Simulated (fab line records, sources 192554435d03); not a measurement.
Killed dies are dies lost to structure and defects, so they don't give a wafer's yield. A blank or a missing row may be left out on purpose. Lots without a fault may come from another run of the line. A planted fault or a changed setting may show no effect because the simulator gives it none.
Problem report in the 8D (eight disciplines) form, filled by code | flow n5_finfet | the parts of the form that need people (team, actions taken, sign-off) are left out
Where a reading is given only as a bound, like >300, the bound stands for it, and a mean or a difference that rests on one is marked > or <: the true number lies beyond.

1. THE PROBLEM
raw_defect_count at N5_BEOL_M14_INSPECT_30 reads a mean of >300 on 6 wafers of 2 lots; wafers without a fault read 2.2 with a standard deviation of 1.4. That is +99 or more standard deviations from the usual mean.
The step: inspects for defects (macro).
First seen on wafer L104.1, day 14 04:59, on defect_inspect-02. The record holds 30 wafers of 10 lots with a number at this step. Rule for "out", or "out of limits": more than 4 standard deviations from the usual mean. The other wafers with a number count as sound.

2. WHAT IT IS AND WHAT IT IS NOT
question                    | is                     | is not
which readings at this step | raw_defect_count       | -
which lots                  | L104, L108             | L100, L112, L115, L993, L994, L995, L996, L999
which wafers of those lots  | all that have a number | -
read on which gauges        | defect_inspect-02      | defect_inspect-01
when                        | from day 14 04:59      | up to then (18 sound wafers); but 6 sound wafers of L112, L115 came after

3. SUSPECTS, AND WHAT RULES EACH OUT
Counting: a tool at a process step up to the reading stays a suspect if it ran every lot that is out and no sound lot after the first of them.
- the gauge at N5_BEOL_M14_INSPECT_30: ruled out. All the wafers that are out were read on defect_inspect-02, but those of them that N5_PASSIVATION_PROBE_49 has rows for are out there too, on other tools.
- rie_diel-02 at N5_BEOL_M14_ETCH_59 (etches BARC in N2/H2, target depth 89 nm, overetch 26.7 nm, time 67.9 s): kept. It ran every lot that is out, first L104 (day 14 04:05), and no sound lot after that; its last sound lot up to then is L100 (day 13 04:44).
- rie_diel-02 at N5_BEOL_M14_VIA_ETCH_16 (etches SiO2 in C4F8/O2/Ar, target depth 1231.3 nm): kept. It ran every lot that is out, first L104 (day 14 04:08), and no sound lot after that; its last sound lot up to then is L100 (day 13 04:47).
Left after counting: rie_diel-02 at N5_BEOL_M14_ETCH_59, rie_diel-02 at N5_BEOL_M14_VIA_ETCH_16.

4. THE CAUSE (what the simulator had put in)
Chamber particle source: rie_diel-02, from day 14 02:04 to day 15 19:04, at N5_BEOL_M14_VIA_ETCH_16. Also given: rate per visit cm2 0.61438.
Counting left 2 suspects, and this tool is among them.

5. THE CHAIN OF EFFECTS, in route order
Each row: a reading whose mean over the struck wafers that have a number lies more than 3 standard deviations from the usual. Only readings for which the record gives a usual standard deviation are gone through. hours: the time from each lot's start at the first step in this table that gives one to its start at this step, as a median over the lots. sigmas: the change in usual standard deviations.
hours | step                    | reading              | usual  | on struck wafers | change | sigmas
0     | N5_BEOL_M14_INSPECT_30  | raw_defect_count     | 2.2    | >300             | >+298  | +99 or more
26    | N5_PASSIVATION_PROBE_49 | defect_limited_yield | 91.3 % | 85.1             | -6.2   | -4.8
26    | N5_PASSIVATION_PROBE_49 | killed_at_M4_up      | 13     | 95               | +82    | +16
26    | N5_PASSIVATION_PROBE_49 | killed_dies          | 102    | 176              | +74    | +4.6
26    | N5_PASSIVATION_PROBE_49 | sort_bin_5_function  | 5.1 %  | 9.3              | +4.2   | +4.9
26    | N5_PASSIVATION_PROBE_49 | sort_n_pass          | 1078   | 1004             | -74    | -4.6
26    | N5_PASSIVATION_PROBE_49 | sort_yield_pct       | 91.3 % | 85.1             | -6.2   | -4.8
The process steps in it:
- N5_PASSIVATION_PROBE_49

6. WHAT WOULD HAVE CAUGHT IT SOONER
In this record the first reading out of limits at a measuring or inspecting step was taken at day 14 04:59, 3 hours after the fault began at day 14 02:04.
Of the tool readings at N5_BEOL_M14_VIA_ETCH_16 for which the record gives a usual standard deviation, none was out on any struck wafer, so an alarm limit of 4 standard deviations on them would not have fired.
Of the lots that are out (2), L108 began N5_BEOL_M14_VIA_ETCH_16 on rie_diel-02 after day 14 04:59. A hold on the tool at that time would have spared it.
